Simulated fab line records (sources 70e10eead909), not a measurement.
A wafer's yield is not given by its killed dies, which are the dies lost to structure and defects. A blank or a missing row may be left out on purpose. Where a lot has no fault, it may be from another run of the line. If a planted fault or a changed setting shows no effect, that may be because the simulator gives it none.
fab line records | flow nand_harc
[record] lots = 5 | wafers = 14 | last_day = 24
route steps=1159 shown THIN_TSV@1113 END@1159
lots with no fault: from the same line, run without faults
start_h: the number of hours between the record's first day and the start of the first shown wafer of the lot | wait_h: hours elapsed since this lot's preceding step | " the same as in the row above | L1.1+2: one row covering several wafers at once | - no value, or no start given | * or withheld: withheld | < > ~ a bound
route shown NAME@n: NAME is a module with steps in the file, n the number in the route of the first one | usual: mean/standard deviation of fault-free wafers | same: alike in all rows | chamber/n: place in a boat | sites: the reading at each site | _std_site: the values' standard deviation | _edge_site: outer sites' mean less inner sites' | radius_mm: for every site, how far away it sits from the centre of the wafer | mask NAME#n: copy n | behind: the last tool/chamber to shape the wafer | hold: reason for holding the lot/hours on hold/outcome of the hold | device: names the non-switching transistor (n, p or np) | end of line: tests run on the same wafers once the route is complete | a step without rows: its recipe alone | killed: dies lost to structure and defects at the first sort, not the wafer's yield | map: per-die view of a wafer (x killed, . not killed, _ where there is no die)
set.NAME: the setting that was run; set.NAME@STEP: the one run at that earlier step | model.NAME: the simulator's own value behind a step, which no gauge read
a table for each step, a row for each wafer; lots at some steps of the route
services: when a tool's chamber went out of use (start_h, in hours from the record's first day, below 0 if earlier), for how many hours, and the reason
[[steps]]
[step NHARC_THIN_TSV_EXPOSE_09]
[recipe] na = 0.55 | dose_mj = 30.7 | mask_id = TSV
[step NHARC_THIN_TSV_PEB_10]
[recipe] peb_temp_c = 118 | peb_time_s = 85
[step NHARC_THIN_TSV_DEVELOP_11]
[recipe] time_s = 70
[step NHARC_THIN_TSV_CD_MEAS_12]
[recipe] target_cd_nm = 1000 | landing_energy_ev = 500
[usual] cd_nm = 999.4/1.1
lot.wafer | tool      | chamber | start_h | wait_h | cd_nm
L222.3    | cd_sem-01 | 0       | 430.47  | -      | 999.3
L222.4    | "         | 0       | "       | "      | 998.3
L222.5    | "         | 0       | "       | "      | 999.5
L223.4    | cd_sem-01 | 0       | 442.05  | -      | 998.0
L223.5    | "         | 0       | "       | "      | 999.3
L223.6    | "         | 0       | "       | "      | 1000.5
L233.2    | cd_sem-03 | 0       | 508.14  | -      | 1000.7
L233.6    | "         | 0       | "       | "      | 1000.4
L237.2    | cd_sem-02 | 0       | 534.55  | -      | 999.1
L237.3    | "         | 0       | "       | "      | 999.5
L237.6    | "         | 0       | "       | "      | 998.4
L238.1    | cd_sem-03 | 0       | 553.39  | -      | 1000.1
L238.3    | "         | 0       | "       | "      | 999.6
L238.5    | "         | 0       | "       | "      | 1000.7
[step NHARC_THIN_TSV_HARDBAKE_13]
[recipe] temp_c = 125 | time_s = 80
[step NHARC_THIN_TSV_DESCUM_14]
[recipe] time_s = 3 | o2_flow_sccm = 200 | ar_flow_sccm = 0 | bias_power_w = 0 | chemistry = O2
[usual] drypump_motor_current_A = 5.6/0.5 | oes_product_au = 1.000/0.007 | rf_vpp_V = 57.7/0.9 | showerhead_plenum_p_Torr = 1.91/0.11 | throttle_valve_pct = 11.311/0.0081
[same] time_s = 3
lot.wafer | tool        | chamber | start_h | wait_h | drypump_motor_current_A | oes_product_au | rf_hours_counter_h | rf_vpp_V | showerhead_plenum_p_Torr | throttle_valve_pct
L222.3    | rie_diel-10 | 2       | 430.64  | -      | 6.4                     | 0.985          | 5                  | 58.5     | 2.04                     | 11.306
L222.5    | "           | 1       | "       | "      | 5.2                     | 1.008          | -                  | 57.6     | 1.78                     | 11.324
L222.4    | "           | 2       | "       | "      | 6.4                     | 0.986          | -                  | 57.8     | 2.04                     | 11.307
L223.4    | rie_diel-03 | 2       | 442.20  | -      | 5.0                     | 1.008          | 2                  | 56.3     | 1.79                     | 11.300
L223.6    | "           | 2       | "       | "      | 5.0                     | 0.987          | -                  | 57.0     | 1.79                     | 11.315
L223.5    | "           | 3       | "       | "      | 5.5                     | 1.001          | -                  | 57.3     | 2.06                     | 11.308
L233.2    | rie_diel-12 | 3       | 508.32  | -      | 5.8                     | 0.998          | 13                 | 57.7     | 1.97                     | 11.312
L233.6    | "           | 1       | "       | "      | 5.4                     | 0.995          | -                  | 57.0     | 1.98                     | 11.306
L237.3    | rie_diel-12 | 2       | 534.71  | -      | 5.8                     | 1.006          | 15                 | 57.3     | 1.83                     | 11.310
L237.2    | "           | 0       | "       | "      | 6.7                     | 1.006          | 14                 | 56.3     | 1.84                     | 11.316
L237.6    | "           | 2       | "       | "      | 5.8                     | 1.007          | -                  | 58.6     | 1.83                     | 11.312
L238.1    | rie_diel-03 | 0       | 553.57  | -      | 5.2                     | 0.986          | 10                 | 57.4     | 1.85                     | 11.305
L238.3    | "           | 1       | "       | "      | 5.2                     | 0.998          | 9                  | 57.6     | 1.79                     | 11.308
L238.5    | "           | 0       | "       | "      | 5.2                     | 1.003          | -                  | 58.5     | 1.86                     | 11.301
[step NHARC_THIN_TSV_ETCH_44]
[recipe] target_depth_a = 15942 | time_s = 797.1 | cf4_flow_sccm = 150 | o2_flow_sccm = 10 | ar_flow_sccm = 0 | rf_w = 300 | bias_w = 800 | chemistry = CF4/O2
[usual] bias_w = 800.0/2.2 | drypump_motor_current_A = 5.6/0.5 | oes_product_au = 0.999/0.0062 | rf_vpp_V = 794/6.1 | showerhead_plenum_p_Torr = 1.83/0.094 | throttle_valve_pct = 16.914/0.009
[same] time_s = 797.1
lot.wafer | tool        | chamber | start_h | wait_h | bias_w | drypump_motor_current_A | oes_product_au | rf_hours_counter_h | rf_vpp_V | showerhead_plenum_p_Torr | throttle_valve_pct
L222.3    | rie_diel-10 | 0       | 430.88  | 0.2    | 797.0  | 6.3                     | 1.005          | 5                  | 802      | 1.96                     | 16.910
L222.5    | "           | 1       | "       | "      | 798.4  | 5.2                     | 1.001          | -                  | 786      | 1.71                     | 16.914
L222.4    | "           | 0       | "       | "      | 796.1  | 6.3                     | 1.005          | -                  | 800      | 1.96                     | 16.908
L223.4    | rie_diel-03 | 2       | 442.46  | 0.2    | 799.3  | 5.0                     | 0.990          | 2                  | 786      | 1.72                     | 16.912
L223.5    | "           | 3       | "       | "      | 801.6  | 5.5                     | 0.996          | -                  | 803      | 1.97                     | 16.931
L223.6    | "           | 0       | "       | "      | 799.6  | 5.2                     | 0.997          | -                  | 792      | 1.78                     | 16.905
L233.2    | rie_diel-12 | 2       | 508.38  | 0.1    | 800.0  | 5.8                     | 1.010          | 13                 | 789      | 1.76                     | 16.911
L233.6    | "           | 2       | "       | "      | 799.5  | 5.7                     | 1.003          | -                  | 790      | 1.76                     | 16.928
L237.2    | rie_diel-12 | 0       | 534.81  | 0.1    | 798.3  | 6.7                     | 0.994          | 14                 | 790      | 1.77                     | 16.917
L237.3    | "           | 2       | "       | "      | 795.2  | 5.8                     | 0.999          | 15                 | 791      | 1.76                     | 16.908
L237.6    | "           | 2       | "       | "      | 797.4  | 5.8                     | 1.006          | -                  | 789      | 1.76                     | 16.902
L238.3    | rie_diel-03 | 1       | 553.70  | 0.1    | 795.4  | 5.3                     | 0.999          | 9                  | 787      | 1.72                     | 16.922
L238.1    | "           | 3       | "       | "      | 803.3  | 5.4                     | 1.000          | 9                  | 802      | 1.96                     | 16.928
L238.5    | "           | 0       | "       | "      | 804.2  | 5.2                     | 1.004          | -                  | 793      | 1.78                     | 16.899
[step NHARC_THIN_TSV_ETCH_15]
[recipe] target_depth_a = 30000 | bosch_target_overetch_cycles = 2 | bosch_etch_step_s = 2.8 | bosch_dep_step_s = 1.2 | bosch_cycles = 14
[usual] drypump_motor_current_A = 5.9/0.57
lot.wafer | tool      | chamber | start_h | wait_h | drypump_motor_current_A | rf_hours_counter_h
L222.3    | rie_si-04 | 0       | 431.41  | -      | 6.3                     | 1.4
L222.4    | "         | 3       | "       | "      | 5.2                     | 1.3
L222.5    | "         | 1       | "       | "      | 6.6                     | -
L223.4    | rie_si-05 | 0       | 442.86  | -      | 6.4                     | 0.2
L223.5    | "         | 0       | "       | "      | 6.4                     | -
L223.6    | "         | 1       | "       | "      | 6.2                     | -
L233.2    | rie_si-05 | 3       | 508.97  | -      | 6.2                     | 0.7
L233.6    | "         | 3       | "       | "      | 6.2                     | -
L237.2    | rie_si-04 | 2       | 535.50  | -      | 5.8                     | 0.7
L237.3    | "         | 0       | "       | "      | 6.2                     | 0.7
L237.6    | "         | 3       | "       | "      | 5.2                     | -
L238.3    | rie_si-06 | 1       | 554.21  | -      | 4.6                     | 0.1
L238.1    | "         | 3       | "       | "      | 6.3                     | 0.0
L238.5    | "         | 2       | "       | "      | 5.6                     | -
[step NHARC_THIN_TSV_CD_MEAS_16]
[usual] cd_nm = 999.4/1.2
lot.wafer | tool      | chamber | start_h | wait_h | cd_nm
L222.3    | cd_sem-02 | -       | 431.57  | 0.1    | 999.0
L222.4    | "         | -       | "       | "      | 998.0
L222.5    | "         | -       | "       | "      | 998.9
L223.4    | cd_sem-03 | -       | 443.01  | 0.1    | 998.4
L223.5    | "         | -       | "       | "      | 1000.0
L223.6    | "         | -       | "       | "      | 1001.1
L233.2    | cd_sem-01 | -       | 509.10  | 0.1    | 1000.7
L233.6    | "         | -       | "       | "      | 1000.7
L237.2    | cd_sem-03 | -       | 535.65  | 0.1    | 998.7
L237.3    | "         | -       | "       | "      | 999.8
L237.6    | "         | -       | "       | "      | 998.0
L238.1    | cd_sem-03 | -       | 554.35  | 0.1    | 1000.2
L238.3    | "         | -       | "       | "      | 999.4
L238.5    | "         | -       | "       | "      | 1000.7
[step NHARC_THIN_TSV_STRIP_45]
[recipe] power_w = 1500 | temp_c = 250 | chemistry = O2
[usual] drypump_motor_current_A = 5.8/0.44 | heater_power_w = 309/27
lot.wafer | tool            | chamber | start_h | wait_h | drypump_motor_current_A | heater_power_w | rf_hours_counter_h
L222.3    | plasma_asher-02 | 0       | 431.83  | 0.3    | 5.8                     | 292            | -
L222.4    | "               | 1       | "       | "      | 6.1                     | 362            | -
L222.5    | "               | 0       | "       | "      | 5.8                     | 296            | -
L223.4    | plasma_asher-02 | 0       | 443.30  | 0.3    | 5.7                     | 301            | -
L223.5    | "               | 0       | "       | "      | 5.7                     | 303            | -
L223.6    | "               | 1       | "       | "      | 6.1                     | 361            | -
L233.2    | plasma_asher-01 | 1       | 509.43  | 0.3    | 5.2                     | 294            | 15
L233.6    | "               | 1       | "       | "      | 5.2                     | 299            | -
L237.2    | plasma_asher-01 | 1       | 535.72  | 0.1    | 5.2                     | 285            | 22
L237.3    | "               | 1       | "       | "      | 5.1                     | 295            | -
L237.6    | "               | 1       | "       | "      | 5.1                     | 296            | -
L238.1    | plasma_asher-01 | 0       | 554.42  | 0.1    | 6.3                     | 283            | 33
L238.3    | "               | 0       | "       | "      | 6.2                     | 290            | -
L238.5    | "               | 0       | "       | "      | 6.3                     | 285            | -
[step NHARC_THIN_TSV_STRIP_46]
[recipe] time_s = 1200 | temp_c = 72.5 | chemistry = post_etch_residue_remover
[step NHARC_THIN_TSV_DEP_47]
[recipe] target_thk_a = 2000 | temp_c = withheld | pressure_torr = 6.5 | rf_w = 900 | teos_flow_sccm = 161.4 | flow_sccm = 2650 | target_thk_nm = 200 | gas = O2 | material = SiO2
[usual] throttle_valve_pct = 15.9/0.63
lot.wafer | tool     | chamber | start_h | wait_h | throttle_valve_pct
L222.3    | pecvd-02 | 2       | 432.62  | -      | 15.6
L222.4    | "        | 0       | "       | "      | 16.3
L222.5    | "        | 2       | "       | "      | 15.8
L223.6    | pecvd-04 | 0       | 444.20  | -      | 14.2
L223.5    | "        | 1       | "       | "      | 16.0
L223.4    | "        | 2       | "       | "      | 16.3
L233.2    | pecvd-04 | 0       | 510.22  | -      | 14.5
L233.6    | "        | 1       | "       | "      | 16.2
L237.2    | pecvd-02 | 2       | 536.54  | -      | 15.5
L237.3    | "        | 0       | "       | "      | 16.2
L237.6    | "        | 2       | "       | "      | 15.5
L238.3    | pecvd-02 | 0       | 555.22  | -      | 16.1
L238.1    | "        | 1       | "       | "      | 16.0
L238.5    | "        | 2       | "       | "      | 15.2
[step NHARC_THIN_TSV_ETCHBACK_48]
[recipe] target_depth_a = 10285 | over_etch_frac = 0.3 | time_s = 405.17 | ion_energy_ev = 250 | c4f8_flow_sccm = withheld | ar_flow_sccm = withheld | rf_w = 600 | bias_w = 300 | chemistry = C4F8/Ar
[usual] bias_w = 300.0/0.87 | oes_product_au = 0.939/0.028 | over_etch_frac = 0.3/0 | rf_vpp_V = 547/4.5
lot.wafer | tool        | chamber | start_h | wait_h | bias_w | oes_product_au | over_etch_frac | rf_hours_counter_h | rf_vpp_V
L222.3    | rie_diel-10 | 1       | 432.98  | -      | 299.5  | 0.968          | 0.3            | 6                  | 541
L222.4    | "           | 1       | "       | "      | 300.0  | 0.960          | 0.3            | -                  | 541
L222.5    | "           | 2       | "       | "      | 300.0  | 0.961          | 0.3            | -                  | 551
L223.4    | rie_diel-10 | 2       | 444.53  | -      | 300.3  | 0.913          | 0.3            | 7                  | 552
L223.5    | "           | 0       | "       | "      | 300.2  | 0.924          | 0.3            | -                  | 551
L223.6    | "           | 1       | "       | "      | 301.2  | 0.927          | 0.3            | -                  | 541
L233.2    | rie_diel-03 | 2       | 510.63  | -      | 299.6  | 0.925          | 0.3            | 6                  | 543
L233.6    | "           | 3       | "       | "      | 300.6  | 0.924          | 0.20956        | -                  | 552
L237.3    | rie_diel-12 | 2       | 536.99  | -      | 298.3  | 0.929          | 0.3            | 16                 | 543
L237.2    | "           | 3       | "       | "      | 299.7  | 0.926          | 0.3            | 17                 | 548
L237.6    | "           | 3       | "       | "      | 300.3  | 0.920          | 0.3            | -                  | 550
L238.1    | rie_diel-10 | 0       | 555.65  | -      | 298.7  | 1.005          | 0.3            | 1                  | 554
L238.3    | "           | 1       | "       | "      | 299.2  | 1.008          | 0.3            | 1                  | 540
L238.5    | "           | 0       | "       | "      | 298.8  | 1.004          | 0.3            | -                  | 554
[step NHARC_THIN_TSV_STRIP_62]
[recipe] power_w = 1500 | temp_c = 250 | time_s = 20 | chemistry = N2/H2
[step NHARC_END_SORT_01]
[recipe] temp_c = 25
[usual] defect_limited_yield = 95.4/1.5 | killed_at_array = 26/9.6 | killed_at_other = 0.7/0.92 | killed_at_periphery = 3.8/2.7 | killed_dies = 31/10 | killed_open = 3.3/1.7 | killed_short = 1.8/1.3 | sort_bin_2_pct = 1.4/0.62 | sort_bin_3_pct = 0.23/0.21 | sort_bin_4_pct = 2.9/0.95 | sort_n_pass = 646/10 | sort_rim_yield_pct = 94/3.2 | sort_yield_pct = 95.4/1.5
[same] gross_dies = 677 | sort_bin_5_pct[%] = 0 | sort_bin_6_pct[%] = 0 | sort_bin_7_pct[%] = 0 | sort_bin_8_pct[%] = 0 | sort_rim_n_gross = 106.00
lot.wafer | tool      | chamber | start_h | wait_h | defect_limited_yield[%] | killed_at_array | killed_at_other | killed_at_periphery | killed_dies | killed_open | killed_short | sort_bin_2_pct[%] | sort_bin_3_pct[%] | sort_bin_4_pct[%] | sort_n_pass | sort_rim_yield_pct[%] | sort_yield_pct[%]
L222.3    | prober-02 | 0       | 453.56  | 3.1    | 95.6                    | 28              | 0               | 2                   | 30          | 6           | 1            | 1.0               | 0.15              | 3.2               | 647         | 97                    | 95.6
L222.4    | prober-02 | 0       | 454.36  | 3.4    | 95.0                    | 31              | 0               | 3                   | 34          | 3           | 1            | 1.9               | 0.15              | 3.0               | 643         | 98                    | 95.0
L222.5    | prober-02 | 0       | 455.16  | 3.7    | 95.9                    | 21              | 0               | 7                   | 28          | 3           | 1            | 1.5               | 0                 | 2.7               | 649         | 97                    | 95.9
L223.4    | prober-02 | 0       | 462.20  | 3.4    | 95.7                    | 28              | 0               | 1                   | 29          | 5           | 1            | 1.0               | 0                 | 3.2               | 648         | 95                    | 95.7
L223.5    | prober-02 | 0       | 463.01  | 3.8    | 96.2                    | 23              | 0               | 3                   | 26          | 3           | 1            | 1.5               | 0                 | 2.4               | 651         | 92                    | 96.2
L223.6    | prober-02 | 0       | 463.83  | 4.1    | 94.5                    | 33              | 2               | 2                   | 37          | 1           | 1            | 1.5               | 0.15              | 3.8               | 640         | 96                    | 94.5
L233.6    | prober-02 | 0       | 526.11  | 4.1    | 96.3                    | 23              | 0               | 2                   | 25          | 2           | 0            | 1.0               | 0.15              | 2.5               | 652         | 96                    | 96.3
L237.2    | prober-02 | 0       | 553.22  | 2.8    | 96.6                    | 19              | 0               | 4                   | 23          | 3           | 0            | 0.7               | 0.15              | 2.5               | 654         | 93                    | 96.6
L237.3    | prober-02 | 0       | 554.01  | 3.1    | 95.1                    | 24              | 1               | 8                   | 33          | 6           | 2            | 1.5               | 0.44              | 3.0               | 644         | 91                    | 95.1
L237.6    | prober-02 | 0       | 556.38  | 4.0    | 95.0                    | 26              | 0               | 8                   | 34          | 6           | 0            | 1.6               | 0                 | 3.4               | 643         | 85                    | 95.0
L238.1    | prober-01 | 0       | 568.72  | 2.5    | 96.3                    | 25              | 0               | 0                   | 25          | 2           | 0            | 1.0               | 0.30              | 2.4               | 652         | 92                    | 96.3
L238.3    | prober-01 | 0       | 570.34  | 3.1    | 95.1                    | 26              | 3               | 4                   | 33          | 4           | 0            | 1.6               | 0.15              | 3.1               | 644         | 91                    | 95.1
L238.5    | prober-01 | 0       | 571.97  | 3.7    | 95.1                    | 31              | 1               | 1                   | 33          | 0           | 0            | 1.0               | 0.30              | 3.5               | 644         | 98                    | 95.1
// killed by level:class
L222.3 A_CHANNEL_HOLE_D1:chamber_film_flake=16 A_M0:chamber_film_flake=4 A_ONON_D1:geometric_particle:open=2 P_GATE:geometric_particle:open=1 A_WL_FILL:geometric_particle:open=1 A_CONTACT:geometric_particle:open=1 A_CONTACT:geometric_particle:short=1 A_M0:geometric_particle:open=1
L222.4 A_CHANNEL_HOLE_D1:chamber_film_flake=17 P_STI:chamber_film_flake=3 A_M0:chamber_film_flake=3 A_CONTACT:geometric_particle:open=2 A_SLIT:chamber_film_flake=2 A_WL_FILL:chamber_film_flake=2 A_WL_FILL:geometric_particle:short=1 A_M0:geometric_particle:open=1
L222.5 A_CHANNEL_HOLE_D1:chamber_film_flake=11 A_WL_FILL:chamber_film_flake=3 P_STI:chamber_film_flake=2 P_M0:chamber_film_flake=2 P_M2:chamber_film_flake=2 A_CONTACT:chamber_film_flake=2 P_CONTACT:geometric_particle:open=1 A_ONON_D1:geometric_particle:open=1
L223.4 A_CHANNEL_HOLE_D1:chamber_film_flake=15 A_SLIT:chamber_film_flake=5 A_WL_FILL:geometric_particle:open=2 P_M0:geometric_particle:open=1 A_WL_FILL:geometric_particle:short=1 A_CONTACT:geometric_particle:open=1 A_M0:geometric_particle:open=1 A_STAIRCASE:chamber_film_flake=1
L223.5 A_CHANNEL_HOLE_D1:chamber_film_flake=15 A_SLIT:chamber_film_flake=5 A_STAIRCASE:chamber_film_flake=2 P_GATE:geometric_particle:open=1 P_CONTACT:geometric_particle:open=1 P_M0:geometric_particle:open=1 A_ONON_D1:geometric_particle:short=1
L223.6 A_CHANNEL_HOLE_D1:chamber_film_flake=21 A_SLIT:chamber_film_flake=6 A_M0:chamber_film_flake=2 THIN_TSV:chamber_film_flake=2 A_WL_FILL:geometric_particle:open=1 A_CONTACT:geometric_particle:short=1 P_GATE:chamber_film_flake=1 P_BONDPAD:chamber_film_flake=1
L233.6 A_CHANNEL_HOLE_D1:chamber_film_flake=8 A_CHANNEL_FILL_D1:chamber_film_flake=4 A_STAIRCASE:chamber_film_flake=4 A_CONTACT:chamber_film_flake=4 A_BONDPAD:chamber_film_flake=2 P_GATE:geometric_particle:open=1 P_CONTACT:geometric_particle:open=1 A_ZERO_WELL:chamber_film_flake=1
L237.2 A_SLIT:chamber_film_flake=7 A_CONTACT:chamber_film_flake=4 A_CHANNEL_HOLE_D1:chamber_film_flake=3 P_CONTACT:geometric_particle:open=2 A_CHANNEL_FILL_D1:chamber_film_flake=2 A_SGD_CUT:geometric_particle:open=1 P_GATE:chamber_film_flake=1 P_M0:chamber_film_flake=1
L237.3 A_SLIT:chamber_film_flake=11 A_CHANNEL_HOLE_D1:chamber_film_flake=4 P_M0:chamber_film_flake=3 A_CONTACT:chamber_film_flake=2 P_GATE:geometric_particle:open=1 P_M0:geometric_particle:short=1 P_M0:geometric_particle:open=1 A_ONON_D1:geometric_particle:short=1
L237.6 A_SLIT:chamber_film_flake=11 P_M0:chamber_film_flake=4 A_CHANNEL_HOLE_D1:chamber_film_flake=4 A_WL_FILL:geometric_particle:open=3 A_CHANNEL_FILL_D1:chamber_film_flake=3 A_STAIRCASE:chamber_film_flake=3 P_CONTACT:geometric_particle:open=2 P_ZERO_WELL:chamber_film_flake=2
L238.1 A_CONTACT:chamber_film_flake=14 A_CHANNEL_HOLE_D1:chamber_film_flake=6 A_STAIRCASE:chamber_film_flake=3 A_ONON_D1:geometric_particle:open=1 A_SGD_CUT:geometric_particle:open=1
L238.3 A_CHANNEL_HOLE_D1:chamber_film_flake=11 A_CONTACT:chamber_film_flake=6 A_STAIRCASE:chamber_film_flake=5 THIN_TSV:chamber_film_flake=3 P_CONTACT:geometric_particle:open=2 P_GATE:geometric_particle:open=1 A_CONTACT:geometric_particle:open=1 P_M0:chamber_film_flake=1
L238.5 A_CONTACT:chamber_film_flake=15 A_CHANNEL_HOLE_D1:chamber_film_flake=13 A_STAIRCASE:chamber_film_flake=3 P_ZERO_WELL:chamber_film_flake=1 THIN_TSV:chamber_film_flake=1
[[services]]
tool            | chamber | start_h | hours | kind
rie_diel-10     | 0       | 411.50  | -     | clean
rie_diel-10     | 1       | 411.50  | -     | clean
rie_diel-10     | 2       | 411.50  | -     | clean
rie_diel-12     | -       | 413.23  | 0.4   | repair
rie_diel-10     | 3       | 413.55  | 28.7  | repair
rie_si-05       | -       | 416.00  | 9.0   | pm
plasma_asher-01 | -       | 424.20  | 7.4   | repair
rie_diel-12     | 0       | 430.89  | 16.2  | repair
rie_si-04       | -       | 453.00  | 9.0   | pm
plasma_asher-01 | -       | 453.69  | 9.0   | pm
rie_diel-03     | 2       | 470.40  | 2.7   | repair
rie_diel-03     | 0       | 508.97  | 2.9   | repair
pecvd-02        | -       | 515.24  | 13.0  | pm
rie_diel-10     | 3       | 523.69  | 4.2   | repair
rie_diel-10     | -       | 530.50  | 9.0   | pm
rie_si-05       | 1       | 533.23  | 5.9   | repair
rie_diel-12     | 1       | 533.99  | 8.5   | repair
rie_si-06       | -       | 537.00  | 9.0   | pm
plasma_asher-02 | -       | 537.13  | 9.0   | pm
pecvd-02        | 1       | 540.71  | 13.1  | repair
rie_diel-03     | 1       | 542.01  | 3.5   | repair
rie_diel-10     | -       | 546.87  | 0.3   | repair
rie_si-05       | 2       | 547.80  | 9.2   | repair
pecvd-02        | 0       | 548.65  | 5.9   | repair
[[key]]
[first_sign] step = NHARC_THIN_TSV_ETCHBACK_48 | reading = over_etch_frac | direction = down | sigmas = 99+ | usual = 0.3 | struck = 0.20956
effect none on later readings
met_at NHARC_THIN_TSV_ETCHBACK_48
struck_wafers L233.6
[fault] kind = process_parameter_drift | tool = rie_diel-03 | chamber = - | onset_h = 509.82 | steps = NHARC_THIN_TSV_ETCHBACK_48 | channel = over_etch_frac | offset = -0.090437 | shape = step | end_h = 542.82 | scope = struck_wafers_only | acts_in = these_recipes_only | stated = 0.3
